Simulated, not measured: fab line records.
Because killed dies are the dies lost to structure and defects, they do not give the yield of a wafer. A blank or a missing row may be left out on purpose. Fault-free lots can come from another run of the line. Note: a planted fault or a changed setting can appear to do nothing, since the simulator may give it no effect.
Which tool did it? ; flow n5_finfet ; route of 1938 steps, sampled at 1 step: 12 lots, 34 wafers

== WHAT THE GAUGES SHOWED, per wafer ==
N5_BEOL_M6_CD_MEAS_35: target cd 40 nm, target cd y 28 nm. Usual: cd_nm reads 39.5 nm (standard deviation 0.66).
lot;measured;on;cd_nm (nm);flag
L168;day 8 16:59;cd_sem-02;39.8 38.9 40.2;
L166;day 9 04:04;cd_sem-01;39.2 38.6 40.1;
L167;day 9 07:43;cd_sem-02;39.2 39.2 40.1;
L170;day 10 01:35;cd_sem-02;39.4 39.5;
L173;day 10 05:34;cd_sem-02;39.4 39.2 39.0;
L172;day 10 07:29;cd_sem-03;40.9 39.3 39.6;
L177;day 11 10:55;cd_sem-02;38.8 39.5 39.2;
L178;day 11 15:25;cd_sem-01;40.3 39.8 39.6;
L184;day 13 13:18;cd_sem-01;40.1 39.0 39.8;
L187;day 13 23:49;cd_sem-01;39.4 40.8 39.4;
L188;day 14 06:30;cd_sem-01;39.4 39.1 40.0;
L189;day 14 06:59;cd_sem-01;40.2 39.9;

== TOOL THAT RAN EACH LOT (tool first, then ch and the chambers of the sampled wafers, then the start) ==
There is no process step in the record ahead of these readings.

== WHAT THE TOOLS THEMSELVES READ (means of the sampled wafers that have a number; where no wafer has one, the mark that the record gives instead) ==
The record holds no such reading with a usual standard deviation.

== THE ANSWER, worked out from the rows above alone ==
Rule: take the mean of a lot's wafers that have a number; if it is more than 3 standard deviations from the usual mean, the lot is off. A lot without any number at a reading at which 4 lots or more have one is off too. Any other lot the step has rows for is counted as sound. After the gauges, taken in route order, come the tools' own readings; for these a lot's mean is taken, as printed above. At the first step where some lot is off, the reading lying furthest off is the one used; lots without a number count as furthest.
Across all readings shown, no lot is off: no conclusion can be drawn from this.

== WHAT THE SIMULATOR HAD INSERTED ==
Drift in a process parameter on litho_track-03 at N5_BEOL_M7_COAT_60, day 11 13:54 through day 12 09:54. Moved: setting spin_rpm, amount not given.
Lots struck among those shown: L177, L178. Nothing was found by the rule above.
